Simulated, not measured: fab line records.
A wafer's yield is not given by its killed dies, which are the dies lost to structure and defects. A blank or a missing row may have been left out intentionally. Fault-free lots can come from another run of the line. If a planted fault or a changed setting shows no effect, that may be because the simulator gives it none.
Chamber matching :: flow nand harc :: ald hk-03 running NHARC_A_STAIRCASE_ALD_415: 4 sister chambers
The step deposits SiO2, target thk 30 nm, pulse time 6 s, ald cycles 300. 8 wafers are shown with their chamber, then 10 later ones without.

== WAFERS PAIRED WITH THEIR CHAMBERS ==
wafer: L089.1
chamber: 2
heater power w (W): 417
precursor pulse height rel: 0.983

wafer: L089.3
chamber: 0
heater power w (W): 425
precursor pulse height rel: 0.996

wafer: L089.4
chamber: 1
heater power w (W): 425
precursor pulse height rel: 1.000

wafer: L091.1
chamber: 3
heater power w (W): 544
precursor pulse height rel: 0.981

wafer: L091.3
chamber: 2
heater power w (W): 421
precursor pulse height rel: 0.990

wafer: L091.4
chamber: 1
heater power w (W): 421
precursor pulse height rel: 1.046

wafer: L094.2
chamber: 0
heater power w (W): 457
precursor pulse height rel: 0.966

wafer: L094.5
chamber: 3
heater power w (W): 539
precursor pulse height rel: 1.007

== WAFERS WITHOUT THEIR CHAMBER ==
wafer: L094.6
heater power w (W): 449
precursor pulse height rel: 0.998

wafer: L093.1
heater power w (W): 451
precursor pulse height rel: 1.022

wafer: L093.5
heater power w (W): 444
precursor pulse height rel: 1.018

wafer: L093.6
heater power w (W): 550
precursor pulse height rel: 0.988

wafer: L096.1
heater power w (W): 445
precursor pulse height rel: 0.990

wafer: L096.5
heater power w (W): 449
precursor pulse height rel: 1.023

wafer: L096.6
heater power w (W): 556
precursor pulse height rel: 0.973

wafer: L097.1
heater power w (W): 550
precursor pulse height rel: 0.974

wafer: L097.2
heater power w (W): 453
precursor pulse height rel: 1.010

wafer: L097.6
heater power w (W): 437
precursor pulse height rel: 0.964

== CHAMBER TAKEN BY EACH ==
wafer: L094.6
from the rows above: can't be placed: 0 or 1 or 2
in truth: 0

wafer: L093.1
from the rows above: can't be placed: 0 or 1 or 2
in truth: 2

wafer: L093.5
from the rows above: can't be placed: 0 or 1 or 2
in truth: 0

wafer: L093.6
from the rows above: 3
in truth: 3

wafer: L096.1
from the rows above: can't be placed: 0 or 2 or 1
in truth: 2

wafer: L096.5
from the rows above: can't be placed: 0 or 1 or 2
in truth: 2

wafer: L096.6
from the rows above: 3
in truth: 3

wafer: L097.1
from the rows above: 3
in truth: 3

wafer: L097.2
from the rows above: can't be placed: 0 or 1 or 2
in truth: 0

wafer: L097.6
from the rows above: can't be placed: 0 or 2
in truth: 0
Correctly placed: 3 of 10. Can't be placed from these rows: 7 (the true chamber is among the candidates in 7). 0 placed wrongly.
How it was worked out, from the rows above alone: a wafer's distance from a chamber is the root of the sum, over the readings, of the square of ((its reading less the chamber's mean) divided by the reading's scatter). The wafer belongs to the nearest chamber; if the next one is less than 2 further off, it can't be placed. Each chamber's mean is taken over the wafers shown for it. The scatter: take each reading less its chamber's mean, square it, sum over the shown wafers, divide by the number of wafers less the number of chambers, and take the root.
